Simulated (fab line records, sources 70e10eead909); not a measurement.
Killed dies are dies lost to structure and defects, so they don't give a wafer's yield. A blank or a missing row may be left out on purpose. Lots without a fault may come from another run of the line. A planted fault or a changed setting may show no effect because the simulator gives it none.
fab line records | flow nand_harc
record lots=4 wafers=12 last_day=32
route steps=1302 shown A_CHANNEL_HOLE_D2@579 A_CHANNEL_FILL_D2@610 END@1302
lots that met no fault: from a run of the same line without faults
start_h: hours from the record's first day to the start of the lot's first wafer shown | wait_h: hours since the lot's step before | " the same as in the row above | L1.1+2: a row that stands for several wafers | - no value, or no start given | * or withheld: withheld | < > ~ a bound
route shown NAME@n: a module of which the file shows steps, and the number in the route of the first | usual: mean/standard deviation of fault-free wafers | same: alike in all rows | chamber/n: place in a boat | sites: the reading at each site | _std_site: their standard deviation | _edge_site: outer sites' mean less inner sites' | radius_mm: how far each site lies from the wafer's centre | mask NAME#n: copy n | behind: the tool/chamber that last shaped the wafer | hold: why the lot was held/for how many hours/how that ended | device: the transistor (n, p or np) that didn't switch | end of line: the same wafers' tests at the end of the route | a step without rows: its recipe alone | killed: dies lost to structure and defects at the first sort, not the wafer's yield | map: a wafer's dies, x killed, . not, _ none there
set.NAME: the setting as run; set.NAME@STEP: as run at that earlier step | model.NAME: the simulator's own value behind a step, which no gauge read
lots at some steps of the route; a table a step, a row a wafer
## steps
# step NHARC_A_CHANNEL_HOLE_D2_EXPOSE_07
# recipe na=1.35 target_cd_nm=100 sigma_outer=0.3 dose_mj=59.65 mask_id=HOLE_D2
# step NHARC_A_CHANNEL_HOLE_D2_PEB_08
# recipe peb_temp_c=100 peb_time_s=65
# step NHARC_A_CHANNEL_HOLE_D2_DEVELOP_09
# recipe develop_time_s=35 dev_temp_c=23
# step NHARC_A_CHANNEL_HOLE_D2_DESCUM_15
# recipe time_s=3 o2_flow_sccm=200 ar_flow_sccm=0 bias_power_w=0 chemistry=O2
# step NHARC_A_CHANNEL_HOLE_D2_ETCH_38
# recipe target_depth_a=390 over_etch_frac=0.3 time_s=65 ion_energy_ev=80 cf4_flow_sccm=150 ar_flow_sccm=0 rf_w=300 bias_w=100 chemistry=CF4
# step NHARC_A_CHANNEL_HOLE_D2_ETCH_39
# recipe target_depth_a=2600 over_etch_frac=0.3 time_s=325 ion_energy_ev=200 n2_flow_sccm=150 h2_flow_sccm=150 ar_flow_sccm=0 rf_w=400 bias_w=150 chemistry=N2/H2
# step NHARC_A_CHANNEL_HOLE_D2_ETCH_34
# recipe target_depth_a=1540 time_s=77 cf4_flow_sccm=100 chf3_flow_sccm=30 ar_flow_sccm=0 rf_w=500 bias_w=200 chemistry=CF4/CHF3
# step NHARC_A_CHANNEL_HOLE_D2_ETCH_16
# recipe target_depth_a=31000 over_etch_frac=0.3 time_s=806 ion_energy_ev=150 o2_flow_sccm=400 cos_flow_sccm=20 ar_flow_sccm=0 rf_w=500 bias_w=300 chemistry=O2/COS
# step NHARC_A_CHANNEL_HOLE_D2_ETCH_19
# recipe bias_v=1200 source_w=2500 pressure_mtorr=15 time_s=34.5 ar_flow_sccm=375 c4f8_flow_sccm=28.8 o2_flow_sccm=96.2 temp_c=-20 target_depth_a=* chemistry=C4F8/O2/Ar
# usual drypump_motor_current_A=5.85/0.12 mfc_ar_sccm=375.1/1.3 showerhead_plenum_p_Torr=3.73/0.17 temp_c=-19.99/0.1 throttle_valve_pct=37.038/0.0078
# columns lot.wafer tool chamber start_h wait_h drypump_motor_current_A mfc_ar_sccm rf_hours_counter_h showerhead_plenum_p_Torr temp_c throttle_valve_pct
L541.2 har_etch-01 0 334.12 0.1 5.82 373.0 171 3.73 -19.97 37.040
L541.4 " 1 " " 5.93 374.0 - 3.61 -20.18 37.019
L541.6 " 0 " " 5.83 374.3 - 3.73 -19.93 37.035
L542.2 har_etch-01 1 338.28 0.6 5.95 374.4 175 3.61 -19.81 37.046
L542.4 " 0 " " 5.85 376.7 - 3.73 -19.97 37.045
L542.6 " 1 " " 5.91 374.1 - 3.61 -19.94 37.040
L554.1 har_etch-01 1 454.89 0.1 5.93 375.2 252 3.57 -20.15 37.030
L554.5 " 0 " " 5.82 373.9 - 3.69 -20.06 37.035
L554.6 " 1 " " 6.00 372.7 - 3.57 -20.05 37.042
L557.1 har_etch-01 1 516.98 0.1 5.96 376.1 282 3.55 -20.09 37.041
L557.4 " 0 " " 5.82 375.0 - 3.67 -20.28 37.031
L557.3 " 1 " " 5.96 376.6 - 3.55 -20.07 37.036
# step NHARC_A_CHANNEL_HOLE_D2_ETCH_20
# recipe bias_v=3000 source_w=withheld pressure_mtorr=20 time_s=361.9 ar_flow_sccm=375 c4f8_flow_sccm=89.3 o2_flow_sccm=35.7 temp_c=-20 target_depth_a=16000 chemistry=C4F8/O2/Ar
# step NHARC_A_CHANNEL_HOLE_D2_ETCH_21
# recipe bias_v=3000 source_w=withheld pressure_mtorr=20 time_s=514.3 ar_flow_sccm=375 c4f8_flow_sccm=89.3 o2_flow_sccm=35.7 temp_c=-20 target_depth_a=16000 chemistry=C4F8/O2/Ar
# step NHARC_A_CHANNEL_HOLE_D2_ETCH_22
# recipe bias_v=3000 source_w=withheld pressure_mtorr=20 time_s=666.7 ar_flow_sccm=375 c4f8_flow_sccm=89.3 o2_flow_sccm=35.7 temp_c=-20 target_depth_a=16000 chemistry=C4F8/O2/Ar
# step NHARC_A_CHANNEL_HOLE_D2_ETCH_23
# recipe bias_v=5000 source_w=withheld pressure_mtorr=20 time_s=819 ar_flow_sccm=375 c4f8_flow_sccm=89.3 o2_flow_sccm=35.7 temp_c=-20 target_depth_a=16000 chemistry=C4F8/O2/Ar
# step NHARC_A_CHANNEL_HOLE_D2_ETCH_24
# recipe bias_v=5000 source_w=withheld pressure_mtorr=20 time_s=906.2 ar_flow_sccm=375 c4f8_flow_sccm=93.8 o2_flow_sccm=31.2 temp_c=-20 target_depth_a=15000 chemistry=C4F8/O2/Ar
# step NHARC_A_CHANNEL_HOLE_D2_ETCH_25
# recipe bias_v=5000 source_w=withheld pressure_mtorr=20 time_s=1040.2 ar_flow_sccm=375 c4f8_flow_sccm=93.8 o2_flow_sccm=31.2 temp_c=-20 target_depth_a=15000 chemistry=C4F8/O2/Ar
# step NHARC_A_CHANNEL_HOLE_D2_ETCH_26
# recipe bias_v=300 source_w=2000 pressure_mtorr=30 time_s=224.1 ar_flow_sccm=375 c4f8_flow_sccm=11.4 o2_flow_sccm=113.6 temp_c=-20 target_depth_a=3000 chemistry=C4F8/O2/Ar
# step NHARC_A_CHANNEL_HOLE_D2_ETCH_27
# recipe bias_v=400 source_w=2000 pressure_mtorr=25 time_s=90 ar_flow_sccm=375 c4f8_flow_sccm=41.7 o2_flow_sccm=83.3 temp_c=-20 target_depth_a=4000 chemistry=C4F8/O2/Ar
# step NHARC_A_CHANNEL_HOLE_D2_STRIP_41
# recipe n2_flow_sccm=150 h2_flow_sccm=150 ar_flow_sccm=0 bias_w=0 chemistry=N2/H2
# step NHARC_A_CHANNEL_HOLE_D2_STRIP_42
# recipe cf4_flow_sccm=100 chf3_flow_sccm=30 ar_flow_sccm=0 bias_w=0 chemistry=CF4/CHF3
# step NHARC_A_CHANNEL_HOLE_D2_STRIP_43
# recipe o2_flow_sccm=400 cos_flow_sccm=20 ar_flow_sccm=0 bias_w=0 chemistry=O2/COS
# step NHARC_A_CHANNEL_HOLE_D2_ETCH_44
# recipe target_depth_a=1400 overetch_a=140 time_s=77 ion_energy_ev=100 cf4_flow_sccm=80 o2_flow_sccm=20 ar_flow_sccm=0 rf_w=300 bias_w=100 chemistry=CF4/O2
# step NHARC_A_CHANNEL_HOLE_D2_STRIP_28
# recipe o2_flow_sccm=500 ar_flow_sccm=0 bias_w=0 chemistry=O2
# step NHARC_A_CHANNEL_HOLE_D2_PRECLEAN_29
# recipe time_s=* temp_c=50 bath_age_min=0 chemistry=SC1
# step NHARC_A_CHANNEL_HOLE_D2_SRD_30
# step NHARC_A_CHANNEL_HOLE_D2_XSEM_32
# recipe landing_energy_ev=35000
# step NHARC_A_CHANNEL_HOLE_D2_INSPECT_40
# usual raw_defect_count=298/77
# columns lot.wafer tool chamber start_h wait_h raw_defect_count
L541.2 defect_inspect-01 - 339.82 - 921
L541.4 " - " " 902
L541.6 " - " " 1002
L542.2 defect_inspect-01 - 343.99 - 865
L542.4 " - " " 874
L542.6 " - " " 823
L554.1 defect_inspect-01 - 460.58 - 376
L554.5 " - " " 269
L554.6 " - " " 222
L557.1 defect_inspect-01 - 522.65 - 276
L557.3 " - " " 456
L557.4 " - " " 321
# step NHARC_A_CHANNEL_FILL_D2_PRECLEAN_00
# recipe time_s=* temp_c=50 bath_age_min=0 chemistry=SC1
# step NHARC_END_SORT_01
# recipe temp_c=25
# usual killed_at_array=62/16 killed_at_other=0.8/1.1 killed_at_periphery=4/3.2 killed_dies=67/16 killed_open=3.5/1.9 killed_short=2.1/1.5
# same gross_dies=677
# columns lot.wafer tool chamber start_h wait_h killed_at_array killed_at_other killed_at_periphery killed_dies killed_open killed_short
L541.2 prober-01 0 594.94 2.8 130 0 2 132 1 1
L541.4 prober-01 0 596.53 3.4 124 1 9 134 6 4
L541.6 prober-01 0 598.13 4.0 165 1 2 168 1 5
L542.2 prober-02 0 602.69 2.8 98 0 3 101 4 0
L542.4 prober-02 0 604.30 3.4 102 2 1 105 1 5
L542.6 prober-02 0 605.92 4.0 98 0 4 102 8 3
L554.1 prober-02 0 716.95 2.5 75 0 4 79 5 1
L554.5 prober-02 0 720.19 3.7 69 0 3 72 3 3
L554.6 prober-02 0 721.00 4.1 79 0 4 83 3 4
L557.1 prober-02 0 772.64 2.5 59 1 11 71 3 1
L557.3 prober-02 0 774.23 3.1 91 0 6 97 1 0
# killed by level:class
L541.2 A_CHANNEL_HOLE_D2:unspecified=81 A_CHANNEL_HOLE_D1:chamber_film_flake=26 A_CONTACT:chamber_film_flake=8 A_SLIT:chamber_film_flake=6 A_CHANNEL_FILL_D2:chamber_film_flake=3 A_STAIRCASE:chamber_film_flake=2 A_ONON_D1:geometric_particle:open=1 A_CHANNEL_HOLE_D2:geometric_particle:short=1
L541.4 A_CHANNEL_HOLE_D2:unspecified=72 A_CHANNEL_HOLE_D1:chamber_film_flake=30 A_SLIT:chamber_film_flake=8 A_CONTACT:chamber_film_flake=5 P_STI:chamber_film_flake=3 P_CONTACT:geometric_particle:open=2 P_GATE:chamber_film_flake=2 P_GATE:geometric_particle:open=1
L541.6 A_CHANNEL_HOLE_D2:unspecified=85 A_CHANNEL_HOLE_D1:chamber_film_flake=34 A_SLIT:chamber_film_flake=30 A_CONTACT:chamber_film_flake=4 A_M1:chamber_film_flake=4 A_M0:geometric_particle:short=2 A_DECK1_JOINT:geometric_particle:short=1 A_ONON_D2:geometric_particle:open=1
L542.2 A_CHANNEL_HOLE_D2:unspecified=79 A_STAIRCASE:chamber_film_flake=11 A_CHANNEL_FILL_D2:chamber_film_flake=2 A_CONTACT:chamber_film_flake=2 P_M2:geometric_particle:open=1 A_CHANNEL_FILL_D1:geometric_particle:open=1 A_DECK1_JOINT:geometric_particle:open=1 A_SGD_CUT:geometric_particle:open=1
L542.4 A_CHANNEL_HOLE_D2:unspecified=88 A_STAIRCASE:chamber_film_flake=3 A_CONTACT:chamber_film_flake=2 THIN_TSV:chamber_film_flake=2 P_CONTACT:geometric_particle:open=1 A_CHANNEL_FILL_D1:geometric_particle:short=1 A_DECK1_JOINT:geometric_particle:short=1 A_CHANNEL_HOLE_D2:geometric_particle:short=1
L542.6 A_CHANNEL_HOLE_D2:unspecified=73 A_STAIRCASE:chamber_film_flake=5 A_CONTACT:chamber_film_flake=5 A_CHANNEL_FILL_D2:geometric_particle:open=3 P_CONTACT:geometric_particle:open=2 A_WL_FILL:geometric_particle:open=2 P_GATE:chamber_film_flake=2 A_ONON_D1:geometric_particle:short=1
L554.1 A_SLIT:chamber_film_flake=24 A_CHANNEL_HOLE_D2:chamber_film_flake=22 A_CHANNEL_HOLE_D1:chamber_film_flake=10 A_CONTACT:chamber_film_flake=6 A_STAIRCASE:chamber_film_flake=4 P_STI:chamber_film_flake=2 A_WL_FILL:chamber_film_flake=2 A_BLC:chamber_film_flake=2
L554.5 A_SLIT:chamber_film_flake=31 A_CHANNEL_HOLE_D2:chamber_film_flake=22 A_CHANNEL_HOLE_D1:chamber_film_flake=7 A_WL_FILL:chamber_film_flake=3 A_CONTACT:chamber_film_flake=2 P_GATE:geometric_particle:open=1 P_M0:geometric_particle:short=1 P_M0:geometric_particle:open=1
L554.6 A_SLIT:chamber_film_flake=35 A_CHANNEL_HOLE_D2:chamber_film_flake=25 A_CHANNEL_HOLE_D1:chamber_film_flake=8 A_CONTACT:chamber_film_flake=4 A_STAIRCASE:chamber_film_flake=2 P_GATE:geometric_particle:open=1 P_CONTACT:geometric_particle:open=1 P_M1:geometric_particle:short=1
L557.1 A_CHANNEL_HOLE_D2:chamber_film_flake=25 A_SLIT:chamber_film_flake=23 P_BONDPAD:chamber_film_flake=7 A_CONTACT:chamber_film_flake=3 P_ZERO_WELL:chamber_film_flake=2 A_CHANNEL_HOLE_D1:unspecified=2 A_CHANNEL_HOLE_D1:chamber_film_flake=2 P_GATE:geometric_particle:open=1
L557.3 A_SLIT:chamber_film_flake=38 A_CHANNEL_HOLE_D2:chamber_film_flake=34 A_CONTACT:chamber_film_flake=10 P_ZERO_WELL:chamber_film_flake=3 A_CHANNEL_FILL_D2:chamber_film_flake=3 P_BONDPAD:chamber_film_flake=2 A_CHANNEL_HOLE_D1:unspecified=2 A_CHANNEL_HOLE_D1:chamber_film_flake=2
# map L541.6 (x killed, . not)
____________.____________
_________......._________
_______.x........._______
______..xxx........______
_____.xxxxxxx......._____
____.xxxxxxx.........____
____.xxxxxxxx........____
___..xxxxxxxxx........___
___...xxxxxxxxxxxx.x..___
__..x.xxxxxxxxxx.......__
__...xxxxxxxx.xx.x.....__
_.....xxxxxxxxxxx......._
_.....xxxxxxxxxxxx.x...._
_......xxxxxxxxx........_
_......xxxxxxxxxx....x.._
_......x...x.x.........._
............x.xxx........
.........x...x..x........
..............x..........
........x..x.............
.............x.x....x.x..
_.x....................._
_......................._
_....................x.._
_..x....x..........x...._
_......................._
__........x....xx......__
__...x.......xx.xxx....__
___..x........xxx..x..___
___............xxxx...___
____...........xxxx..____
____.........x.x.xx.x____
_____...........xxx._____
______...........x.______
_______.........x._______
_________......._________
____________.____________
# map L542.4 (x killed, . not)
____________.____________
_________x......_________
_______.xx........_______
______.xx..x.......______
_____x.xxxxxx......._____
____x.xxxxx..........____
____.xxxxxxxx........____
___...xxxxxxx.........___
___...xxxxxxx.........___
__...xxxxxxxxx.........__
__...xxxxxxxx.x........__
_...x.xxxxxxx.........x._
_....xxxxxxxx..........._
_.....xxxxxx............_
_.....xxxxx.x........x.._
_......x.xx...x........._
.........................
..........x..............
.............x...........
.........................
.......................x.
_......................._
_......................._
_...............x.....x._
_......................._
_.....x................._
__...x..............x..__
__..........x..........__
___....x..............___
___......x............___
____....x............____
____.................____
_____..............._____
______.............______
_______..........._______
_________......._________
____________.____________
## key
first_sign step=NHARC_A_CHANNEL_HOLE_D2_INSPECT_40 reading=raw_defect_count direction=up sigmas=7.8 usual=298 struck=898
effect step=NHARC_END_SORT_01 reading=killed_at_array direction=up sigmas=3.5 usual=62 struck=120
more_kills_born_at NHARC_A_CHANNEL_HOLE_D2_ETCH_19@har_etch-01=393
met_at NHARC_A_CHANNEL_HOLE_D2_ETCH_19
struck_wafers L541.2,L541.4,L541.6,L542.2,L542.4,L542.6
tester_left_out L541,L542
fault kind=chamber_particle_source tool=har_etch-01 chamber=- onset_h=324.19 steps=NHARC_A_CHANNEL_HOLE_D2_ETCH_19 rate_per_visit_cm2=1.0106 end_h=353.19
# tester_left_out: of these lots the tester's yield and bins aren't shown, on N5 and GAA mostly nor the transistor test; their killed dies are dies lost to structure and defects alone, not to doping, threshold or leakage, so they don't give the yield
